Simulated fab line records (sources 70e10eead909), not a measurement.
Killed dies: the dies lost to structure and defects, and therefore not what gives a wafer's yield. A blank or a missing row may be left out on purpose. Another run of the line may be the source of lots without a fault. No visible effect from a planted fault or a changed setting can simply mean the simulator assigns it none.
A lot that was struck, set against a sound lot :: flow nandHarc :: 15 steps out of a route of 1302
Sound: the wafers L892.1, L892.3, L892.6. Struck: wafer L902.4; the same lot's L902.6 was not struck, so it is left out; see the end for the cause.
Each step with rows lists, per side, the tool, then ch with its chambers, then its first start. Under that, the readings that differ: sound wafers :: struck wafers :: difference of the means :: sigmas: that difference in standard deviations of wafers without a fault.
alike: same words and numbers on both sides, and readings whose means sit less than 2 such deviations apart. not compared: any withheld reading, any reading some wafer has no value for, any bound like >300 that may hide the same value, and any number with overlapping values for which the record gives no deviation.
A row with sigmas, a row that says differs or no value, or rows on one side alone: a step with any of these is where the two part. Numbers that have no deviation but don't overlap get no sigmas and don't part them. Lack of a reading on every wafer of one side parts them only where that side has two or more wafers.

first, 5 steps without rows for these wafers: NHARC_A_CHANNEL_HOLE_D1_SOFTBAKE_05 (time 55 s); NHARC_A_CHANNEL_HOLE_D1_EBR_06; NHARC_A_CHANNEL_HOLE_D1_EXPOSE_07 (exposes mask HOLE D1, target cd 100 nm); NHARC_A_CHANNEL_HOLE_D1_PEB_08 (peb time 65 s); NHARC_A_CHANNEL_HOLE_D1_DEVELOP_09 (develop time 35 s).
NHARC_A_CHANNEL_HOLE_D1_CD_MEAS_10: the cd target is 100 nm.
  sound on cdSem-01 ch 0, day 11 05:29; struck on cdSem-02 ch 0, day 15 07:49
  alike: cdNm
NHARC_A_CHANNEL_HOLE_D1_OVL_MEAS_11:
  sound on overlay-02, day 11 05:34; struck on overlay-01, day 15 07:54
reading: overlayXNm (nm)
sound: -1.9 -2.0 -1.7
struck: 0.2
difference: +2.1
sigmas: +2
  alike: overlayYNm
NHARC_A_CHANNEL_HOLE_D1_INSPECT_12:
  sound on defectInspect-02, day 11 05:36; struck on defectInspect-01, day 15 07:56
  alike: rawDefectCount
NHARC_A_CHANNEL_HOLE_D1_DESCUM_15: chemistry O2, time 3 s.
  sound on rieDiel-03 ch 1,2, day 11 05:40; struck on rieDiel-03 ch 2, day 15 08:02
  alike: drypumpMotorCurrentA, mfcArSccm, oesProductAu, rfVppV, showerheadPlenumPTorr, throttleValvePct
  not compared: rfHoursCounterH
NHARC_A_CHANNEL_HOLE_D1_ETCH_38: etches the open film in CF4, target depth 39 nm, time 65 s.
  sound on rieDiel-03 ch 1,2,3, day 11 05:45; struck on rieDiel-03 ch 2, day 15 08:06
  alike: drypumpMotorCurrentA, mfcArSccm, oesProductAu, rfFwdPowerW, rfVppV, runLengthS, showerheadPlenumPTorr, throttleValvePct
  not compared: rfHoursCounterH
NHARC_A_CHANNEL_HOLE_D1_ETCH_39: etches the open film in N2/H2, target depth 260 nm, time 325 s.
  sound: rieDiel-03 ch 0,3; struck: rieDiel-03 ch 1
reading: runLengthS (s)
sound: 346.4 345.6 345.4
struck: 347.3
difference: +1.5
sigmas: +3
  alike: drypumpMotorCurrentA, mfcArSccm, oesProductAu, rfFwdPowerW, rfVppV, showerheadPlenumPTorr, throttleValvePct
  not compared: rfHoursCounterH
NHARC_A_CHANNEL_HOLE_D1_ETCH_34: etches the open film in CF4/CHF3, target depth 154 nm, time 77 s.
  sound: rieDiel-03 ch 0,2,3; struck: rieDiel-03 ch 1
  alike: drypumpMotorCurrentA, mfcArSccm, oesProductAu, rfFwdPowerW, rfVppV, runLengthS, showerheadPlenumPTorr, throttleValvePct
  not compared: rfHoursCounterH
NHARC_A_CHANNEL_HOLE_D1_ETCH_16: etches the open film in O2/COS, target depth 3100 nm, time 806 s.
  sound on rieDiel-03 ch 1,2, day 11 06:11; struck on rieDiel-03 ch 2, day 15 08:55
reading: rfVppV (V)
sound: 312.7 314.9 314.6
struck: 310.1
difference: -4.0
sigmas: -2

reading: runLengthS (s)
sound: 827.4 827.8 827.9
struck: 656.6
difference: -171.1
sigmas: -99 or more
  alike: drypumpMotorCurrentA, mfcArSccm, oesProductAu, showerheadPlenumPTorr, throttleValvePct
  not compared: rfFwdPowerW, rfHoursCounterH
NHARC_A_CHANNEL_HOLE_D1_CD_MEAS_18:
  sound on cdSem-03, day 11 06:46; struck on cdSem-01, day 15 09:23
  alike: cdNm
-- jump in the record: it breaks off in module A_CHANNEL_HOLE_D1 and resumes in module END (first step shown: number 1302 of the route), and 17 days separate the struck wafers' starts before and after --
NHARC_END_SORT_01:
  the record has rows for the struck wafers here (prober-01 ch 0, day 31 21:34) and none for the sound ones

== WHERE THEY PART ==
At NHARC_A_CHANNEL_HOLE_D1_OVL_MEAS_11 first; at NHARC_END_SORT_01 last (within this record only).

WHY: the cause the simulator had injected
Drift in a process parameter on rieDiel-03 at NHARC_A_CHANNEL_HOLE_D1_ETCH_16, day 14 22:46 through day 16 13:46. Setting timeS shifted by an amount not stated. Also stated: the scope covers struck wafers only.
